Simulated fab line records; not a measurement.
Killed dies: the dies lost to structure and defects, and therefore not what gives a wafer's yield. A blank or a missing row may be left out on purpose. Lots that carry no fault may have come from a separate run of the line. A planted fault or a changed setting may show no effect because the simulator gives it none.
fab line records + flow n5-finfet + part 2 of 2: steps 22 to 29 of 29
record
- lots=5
- wafers=15
- last-day=18
route steps=1938 shown BEOL_M3@943
lots that met no fault: taken from a fault-free run of the same line
start-h: hours from the record's opening day to when the first of the lot's shown wafers began + wait-h: how many hours have passed since the lot's step before this one + " same as the row above + L1.1+2: one row covering several wafers at once + - no value present, or no start provided + * or withheld: withheld + < > ~ a bound
route shown NAME@n: NAME is a module with steps in the file, n the number in the route of the first one + usual: the fault-free wafers' mean and standard deviation + same: alike in all rows + chamber/n: place in a boat + sites: each site's reading + _std_site: standard deviation of those values + _edge_site: the outer-site mean with the inner-site mean subtracted + radius-mm: for every site, how far away it sits from the centre of the wafer + mask NAME#n: copy n + behind: tool/chamber where the wafer was last shaped + hold: reason for holding the lot/hours on hold/outcome of the hold + device: whichever transistor did not switch (one of n, p or np) + end of line: tests run on the same wafers once the route is complete + where a step has no rows: the recipe by itself + killed: count of dies lost to structure and defects at first sort (not the wafer's yield) + map: the dies of a wafer, with x for killed, . for not killed, _ for no die there
set.NAME: setting as actually run; set.NAME@STEP: the setting as run at that earlier step + model.NAME: the simulator's own value behind a step, which no gauge read
a table for each step, a row for each wafer; lots at some steps of the route
services: the hour from which a tool's chamber was out of use, counted from the record's first day as start-h (under 0 if before that day), plus the number of hours and why
## steps
# step N5_BEOL_M3_PEB_26
# recipe
- peb-temp-c=100
- peb-time-s=60
- resist=CAR-EUV
| lot.wafer  | tool           | chamber | start-h | wait-h |
|------------|----------------|---------|---------|--------|
| L084.2+4+5 | litho-track-01 | 0       | 206.10  | 0.1    |
| L085.3+4+5 | litho-track-05 | 0       | 209.68  | 0.1    |
| L086.1+2+6 | litho-track-02 | 0       | 233.85  | 0.1    |
| L092.1+3+4 | litho-track-01 | 0       | 262.34  | 0.1    |
| L096.2+4+6 | litho-track-01 | 0       | 293.17  | 0.1    |
# step N5_BEOL_M3_DEVELOP_27
# recipe
- develop-time-s=30
- developer=TMAH
- resist=CAR-EUV
- rinse-liquid=surfactant-rinse
- dry=air-spin
- dev-temp-c=23
| lot.wafer  | tool           | chamber | start-h | wait-h |
|------------|----------------|---------|---------|--------|
| L084.2+4+5 | litho-track-01 | 0       | -       | -      |
| L085.3+4+5 | litho-track-05 | 0       | -       | -      |
| L086.1+2+6 | litho-track-02 | 0       | -       | -      |
| L092.1+3+4 | litho-track-01 | 0       | -       | -      |
| L096.2+4+6 | litho-track-01 | 0       | -       | -      |
# step N5_BEOL_M3_CD_MEAS_28
# recipe
- target-cd-nm=25.7
- landing-energy-ev=500
- detector=se-inlens
- target-cd-y-nm=23.3
- polarity=opening
# usual
- cd-nm=25.60/0.26
| lot.wafer | tool      | chamber | start-h | wait-h | cd-nm |
|-----------|-----------|---------|---------|--------|-------|
| L084.2    | cd-sem-02 | 0       | 206.17  | -      | 25.28 |
| L084.4    | "         | 0       | "       | "      | 25.70 |
| L084.5    | "         | 0       | "       | "      | 25.68 |
| L085.3    | cd-sem-02 | 0       | 209.74  | -      | 25.47 |
| L085.4    | "         | 0       | "       | "      | 25.67 |
| L085.5    | "         | 0       | "       | "      | 25.50 |
| L086.1    | cd-sem-03 | 0       | 233.92  | -      | 25.60 |
| L086.2    | "         | 0       | "       | "      | 25.52 |
| L086.6    | "         | 0       | "       | "      | 25.94 |
| L092.1    | cd-sem-01 | 0       | 262.40  | -      | 25.50 |
| L092.3    | "         | 0       | "       | "      | 25.45 |
| L092.4    | "         | 0       | "       | "      | 25.26 |
| L096.2    | cd-sem-01 | 0       | 293.24  | -      | 25.47 |
| L096.4    | "         | 0       | "       | "      | 25.90 |
| L096.6    | "         | 0       | "       | "      | 25.73 |
# step N5_BEOL_M3_OVL_MEAS_29
# recipe
- points-per-wafer=522
# usual
- V2_OVL=0.2/0.6
| lot.wafer | tool       | chamber | start-h | wait-h | V2_OVL[nm] |
|-----------|------------|---------|---------|--------|------------|
| L084.2    | overlay-02 | 0       | 206.21  | 0.0    | -0.2       |
| L084.4    | "          | 0       | "       | "      | 0.1        |
| L084.5    | "          | 0       | "       | "      | 0.2        |
| L085.3    | overlay-01 | 0       | 209.78  | 0.0    | -0.1       |
| L085.4    | "          | 0       | "       | "      | 0.3        |
| L085.5    | "          | 0       | "       | "      | 0.6        |
| L086.1    | overlay-01 | 0       | 233.95  | 0.0    | 0.0        |
| L086.2    | "          | 0       | "       | "      | 0.0        |
| L086.6    | "          | 0       | "       | "      | 0.4        |
| L092.1    | overlay-01 | 0       | 262.44  | 0.0    | -0.7       |
| L092.3    | "          | 0       | "       | "      | -0.4       |
| L092.4    | "          | 0       | "       | "      | -0.7       |
| L096.2    | overlay-01 | 0       | 293.27  | 0.0    | 0.1        |
| L096.4    | "          | 0       | "       | "      | 0.4        |
| L096.6    | "          | 0       | "       | "      | -0.1       |
# step N5_BEOL_M3_INSPECT_30
# recipe
- mode=adi
- inspect-instrument=brightfield
# usual
- raw-defect-count=433/110
| lot.wafer | tool              | chamber | start-h | wait-h | raw-defect-count |
|-----------|-------------------|---------|---------|--------|------------------|
| L084.2    | defect-inspect-02 | -       | 206.26  | 0.0    | 336              |
| L084.4    | "                 | -       | "       | "      | 401              |
| L084.5    | "                 | -       | "       | "      | 451              |
| L085.3    | defect-inspect-02 | -       | 209.83  | 0.0    | 410              |
| L085.4    | "                 | -       | "       | "      | 430              |
| L085.5    | "                 | -       | "       | "      | 404              |
| L086.1    | defect-inspect-01 | -       | 234.01  | 0.1    | 846              |
| L086.2    | "                 | -       | "       | "      | 553              |
| L086.6    | "                 | -       | "       | "      | 505              |
| L092.1    | defect-inspect-01 | -       | 262.49  | 0.1    | 479              |
| L092.3    | "                 | -       | "       | "      | 407              |
| L092.4    | "                 | -       | "       | "      | 526              |
| L096.2    | defect-inspect-02 | -       | 293.33  | 0.0    | 718              |
| L096.4    | "                 | -       | "       | "      | 601              |
| L096.6    | "                 | -       | "       | "      | 566              |
# step N5_BEOL_M3_DESCUM_33
# recipe
- chemistry=O2
- time-s=7
- source-power-w=50
- bias-power-w=20
- pressure-mtorr=20
- rf-frequency-hz=2.712e+07
- temp-c=40
- resist=CAR-EUV
- o2-flow-sccm=225
# usual
- drypump-motor-current-A=5.7/0.5
- oes-product-au=0.79/0.064
- rf-vpp-V=243.1/1.2
- showerhead-plenum-p-Torr=2.09/0.064
- throttle-valve-pct=20.34/0.18
| lot.wafer | tool        | chamber | start-h | wait-h | drypump-motor-current-A | oes-product-au | rf-hours-counter-h | rf-vpp-V | showerhead-plenum-p-Torr | throttle-valve-pct |
|-----------|-------------|---------|---------|--------|-------------------------|----------------|--------------------|----------|--------------------------|--------------------|
| L084.2    | rie-diel-06 | 0       | 206.29  | 0.0    | 5.9                     | 0.74           | 170                | 245.3    | 2.16                     | 20.19              |
| L084.4    | "           | 3       | "       | "      | 5.7                     | 0.74           | 165                | 244.3    | 2.16                     | 20.28              |
| L084.5    | "           | 3       | "       | "      | 5.7                     | 0.75           | -                  | 244.2    | 2.16                     | 20.29              |
| L085.3    | rie-diel-03 | 1       | 209.86  | 0.0    | 5.4                     | 0.88           | 49                 | 242.7    | 2.03                     | 20.13              |
| L085.4    | "           | 0       | "       | "      | 5.5                     | 0.75           | 173                | 244.8    | 2.09                     | 20.32              |
| L085.5    | "           | 0       | "       | "      | 5.5                     | 0.75           | -                  | 242.6    | 2.09                     | 20.31              |
| L086.1    | rie-diel-05 | 3       | 234.04  | 0.0    | 6.1                     | 0.76           | 165                | 243.7    | 2.10                     | 20.45              |
| L086.2    | "           | 0       | "       | "      | 5.6                     | 0.69           | 221                | 242.8    | 2.08                     | 20.65              |
| L086.6    | "           | 3       | "       | "      | 6.1                     | 0.76           | -                  | 242.8    | 2.10                     | 20.46              |
| L092.1    | rie-diel-03 | 3       | 262.62  | 0.1    | 5.1                     | 0.80           | 115                | 244.7    | 2.19                     | 20.39              |
| L092.3    | "           | 0       | "       | "      | 5.5                     | 0.73           | 190                | 243.2    | 2.08                     | 20.35              |
| L092.4    | "           | 2       | "       | "      | 6.1                     | 0.72           | 191                | 242.4    | 1.99                     | 20.09              |
| L096.2    | rie-diel-03 | 3       | 293.36  | 0.0    | 5.1                     | 0.78           | 124                | 244.9    | 2.19                     | 20.42              |
| L096.4    | "           | 1       | "       | "      | 5.4                     | 0.82           | 74                 | 241.4    | 2.02                     | 20.18              |
| L096.6    | "           | 3       | "       | "      | 5.1                     | 0.78           | -                  | 243.9    | 2.19                     | 20.43              |
# step N5_BEOL_M3_ETCH_77
# recipe
- chemistry=N2/H2
- target=underlayer
- target-depth-a=65
- mask-material=CAR-EUV
- time-s=5.2
- ion-energy-ev=200
- pressure-mtorr=30
- source-w=840
- bias-w=150
- n2-flow-sccm=200
- h2-flow-sccm=200
- ends=cleared
# usual
- drypump-motor-current-A=5.7/0.51
- etch-rf-on-time-s=5.19/0.13
- oes-product-au=0.67/0.057
- rf-vpp-V=523.6/2.7
- showerhead-plenum-p-Torr=2.54/0.079
- throttle-valve-pct=17.76/0.2
| lot.wafer | tool        | chamber | start-h | wait-h | drypump-motor-current-A | etch-rf-on-time-s | oes-product-au | rf-hours-counter-h | rf-vpp-V | showerhead-plenum-p-Torr | throttle-valve-pct |
|-----------|-------------|---------|---------|--------|-------------------------|-------------------|----------------|--------------------|----------|--------------------------|--------------------|
| L084.2    | rie-diel-06 | 0       | 206.33  | 0.0    | 5.9                     | 5.08              | 0.64           | 170                | 524.0    | 2.65                     | 17.70              |
| L084.4    | "           | 3       | "       | "      | 5.7                     | 5.34              | 0.62           | 165                | 526.1    | 2.63                     | 17.76              |
| L084.5    | "           | 3       | "       | "      | 5.7                     | 5.35              | 0.62           | -                  | 527.6    | 2.63                     | 17.74              |
| L085.3    | rie-diel-03 | 1       | 209.90  | 0.0    | 5.4                     | 4.89              | 0.76           | 49                 | 524.2    | 2.46                     | 17.44              |
| L085.4    | "           | 0       | "       | "      | 5.4                     | 5.13              | 0.64           | 173                | 524.6    | 2.54                     | 17.72              |
| L085.5    | "           | 0       | "       | "      | 5.5                     | 5.05              | 0.65           | -                  | 524.5    | 2.54                     | 17.74              |
| L086.1    | rie-diel-05 | 3       | 234.08  | 0.0    | 6.1                     | 5.22              | 0.64           | 165                | 524.9    | 2.55                     | 17.98              |
| L086.2    | "           | 0       | "       | "      | 5.6                     | 5.36              | 0.59           | 221                | 521.9    | 2.51                     | 17.99              |
| L086.6    | "           | 3       | "       | "      | 6.1                     | 5.22              | 0.64           | -                  | 523.5    | 2.55                     | 17.94              |
| L092.1    | rie-diel-03 | 3       | 262.65  | 0.0    | 5.1                     | 5.44              | 0.67           | 115                | 529.5    | 2.66                     | 17.89              |
| L092.3    | "           | 0       | "       | "      | 5.5                     | 5.10              | 0.63           | 190                | 522.2    | 2.53                     | 17.77              |
| L092.4    | "           | 2       | "       | "      | 6.1                     | 5.13              | 0.63           | 191                | 519.6    | 2.42                     | 17.57              |
| L096.2    | rie-diel-03 | 3       | 293.39  | 0.0    | 5.1                     | 5.37              | 0.67           | 124                | 524.8    | 2.66                     | 17.88              |
| L096.4    | "           | 1       | "       | "      | 5.4                     | 4.97              | 0.71           | 74                 | 519.9    | 2.45                     | 17.44              |
| L096.6    | "           | 3       | "       | "      | 5.1                     | 5.39              | 0.66           | -                  | 528.6    | 2.66                     | 17.91              |
# step N5_BEOL_M3_ETCH_69
# recipe
- chemistry=CF4
- target=SiARC
- target-depth-a=156
- mask-material=CAR-EUV
- time-s=26
- ion-energy-ev=80
- pressure-mtorr=40
- source-w=545
- bias-w=36
- Ar_flow_sccm=100
- cf4-flow-sccm=100
- ends=cleared
# usual
- drypump-motor-current-A=5.7/0.5
- etch-rf-on-time-s=26.0/0.58
- oes-product-au=0.68/0.055
- rf-vpp-V=184.0/1.1
- showerhead-plenum-p-Torr=2.14/0.065
- throttle-valve-pct=15.54/0.15
| lot.wafer | tool        | chamber | start-h | wait-h | drypump-motor-current-A | etch-rf-on-time-s | oes-product-au | rf-hours-counter-h | rf-vpp-V | showerhead-plenum-p-Torr | throttle-valve-pct |
|-----------|-------------|---------|---------|--------|-------------------------|-------------------|----------------|--------------------|----------|--------------------------|--------------------|
| L084.2    | rie-diel-06 | 0       | 206.35  | 0.0    | 5.9                     | 25.4              | 0.65           | 170                | 184.5    | 2.22                     | 15.52              |
| L084.4    | "           | 3       | "       | "      | 5.7                     | 26.6              | 0.63           | 165                | 185.0    | 2.23                     | 15.63              |
| L084.5    | "           | 3       | "       | "      | 5.7                     | 26.3              | 0.64           | -                  | 183.6    | 2.23                     | 15.62              |
| L085.3    | rie-diel-03 | 1       | 209.91  | 0.0    | 5.4                     | 24.9              | 0.75           | 49                 | 182.9    | 2.09                     | 15.35              |
| L085.4    | "           | 0       | "       | "      | 5.5                     | 26.0              | 0.64           | 173                | 184.6    | 2.13                     | 15.47              |
| L085.5    | "           | 0       | "       | "      | 5.5                     | 25.6              | 0.64           | -                  | 182.6    | 2.13                     | 15.49              |
| L086.1    | rie-diel-05 | 3       | 234.10  | 0.0    | 6.1                     | 26.6              | 0.64           | 165                | 182.6    | 2.12                     | 15.54              |
| L086.2    | "           | 0       | "       | "      | 5.6                     | 27.0              | 0.59           | 221                | 182.8    | 2.12                     | 15.82              |
| L086.6    | "           | 3       | "       | "      | 6.1                     | 26.4              | 0.64           | -                  | 183.3    | 2.12                     | 15.54              |
| L092.1    | rie-diel-03 | 3       | 262.67  | 0.0    | 5.1                     | 26.8              | 0.67           | 115                | 185.2    | 2.25                     | 15.65              |
| L092.3    | "           | 0       | "       | "      | 5.5                     | 25.9              | 0.63           | 190                | 183.6    | 2.12                     | 15.52              |
| L092.4    | "           | 2       | "       | "      | 6.2                     | 25.7              | 0.63           | 191                | 184.2    | 2.05                     | 15.40              |
| L096.2    | rie-diel-03 | 3       | 293.41  | 0.0    | 5.1                     | 26.9              | 0.66           | 124                | 184.0    | 2.24                     | 15.68              |
| L096.4    | "           | 1       | "       | "      | 5.4                     | 25.0              | 0.72           | 74                 | 183.5    | 2.09                     | 15.44              |
| L096.6    | "           | 3       | "       | "      | 5.1                     | 26.9              | 0.66           | -                  | 183.5    | 2.24                     | 15.67              |
## services
| tool           | chamber | start-h | hours | kind        |
|----------------|---------|---------|-------|-------------|
| rie-diel-06    | -       | 190.75  | 2.8   | pm          |
| rie-diel-05    | 0       | 192.21  | 5.8   | repair      |
| rie-diel-05    | -       | 195.70  | 0.7   | repair      |
| euv-scanner-02 | -       | 201.25  | 1.0   | pm          |
| euv-scanner-01 | 0       | 209.02  | -     | calibration |
| euv-scanner-01 | -       | 210.89  | 1.0   | pm          |
| rie-diel-03    | 2       | 225.59  | 2.0   | repair      |
| rie-diel-05    | 0       | 241.22  | 3.8   | repair      |
| euv-scanner-02 | -       | 246.82  | 2.4   | repair      |
| euv-scanner-02 | -       | 257.40  | 1.0   | pm          |
| euv-scanner-01 | -       | 267.04  | 1.0   | pm          |
| euv-scanner-02 | -       | 269.65  | 1.1   | repair      |
| euv-scanner-02 | 0       | 273.19  | -     | calibration |
| rie-diel-06    | 3       | 291.19  | 8.3   | repair      |
